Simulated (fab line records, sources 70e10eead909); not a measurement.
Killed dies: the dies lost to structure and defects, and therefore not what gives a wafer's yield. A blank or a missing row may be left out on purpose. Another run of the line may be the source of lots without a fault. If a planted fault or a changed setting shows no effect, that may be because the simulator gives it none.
One fault through the eyes of 2 desks	flow nandHarc	what lay behind the numbers comes last; until then each desk has only its own

DESK OF THE TOOL OWNER: pecvdOnon-01
The tool's own readings at NHARC_A_ONON_D2_DEP_09 (target thk 1000 nm): means of the sampled wafers that have a number, for each lot that ran on this tool. Marked OUT: a lot whose mean sits more than 4 standard deviations from the usual mean, which makes it out of limits; the brackets give that distance.
Columns: A = n2oFlowSccm at NHARC_A_ONON_D2_DEP_09, usual 1999 sccm
lot	first seen here	A
L643	day 14 09:58	2003
L644	day 15 11:47	1994
L653	day 19 02:02	1996
L655	day 19 15:47	2000
L657	day 21 05:06	1997
L659	day 21 18:05	1994
This desk's finding: nothing out of limits on any of the 6 lots.

THE METROLOGY DESK
Means of the sampled wafers that have a number, per lot and without regard to the tool the lot ran on: this is what the gauges read. Marked OUT: a lot whose mean sits more than 4 standard deviations from the usual mean, which makes it out of limits; the brackets give that distance.
Columns: A = thkNm at NHARC_A_DECK1_JOINT_THK_MEAS_17, usual 45.0 nm; B = thkNm at NHARC_A_ONON_D2_THK_MEAS_11, usual 1005 nm
lot	first seen here	A	B
L643	day 14 08:01	45.0	794 (-19) OUT
L642	day 14 08:04	44.2	1020
L644	day 15 09:49	45.6	883 (-11) OUT
L646	day 16 11:18	45.8	1006
L649	day 17 00:01	43.7	1017
L651	day 18 16:17	45.4	1003
L653	day 19 00:12	43.9	998
L655	day 19 13:59	43.8	1013
L654	day 19 16:33	44.0	991
L657	day 21 03:19	45.8	993
L660	day 21 16:17	45.2	1007
L659	day 21 16:17	44.3	999
This desk's finding: out of limits on L643, L644; first on L643, day 14 10:22 (thkNm at NHARC_A_ONON_D2_THK_MEAS_11). L642, L646, L649, L651, L653, L655, L654, L657, L660, L659: within limits.

TAKEN TOGETHER
On L643, L644, the metrology desk was in a position to raise an alarm at day 14 10:22.
Nothing out of limits was seen by the tool owner's desk.
On record at the tool owner's desk: L643, L644, within its limits.
NHARC_A_ONON_D2_DEP_09 was run on pecvdOnon-01 by each of the lots named.

WHAT THE SIMULATOR PUT IN
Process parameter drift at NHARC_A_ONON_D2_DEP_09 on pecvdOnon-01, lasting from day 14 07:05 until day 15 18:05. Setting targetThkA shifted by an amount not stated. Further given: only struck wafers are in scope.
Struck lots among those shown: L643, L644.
Hours from the fault's start to each desk's first reading out of limits: the metrology desk, 3.
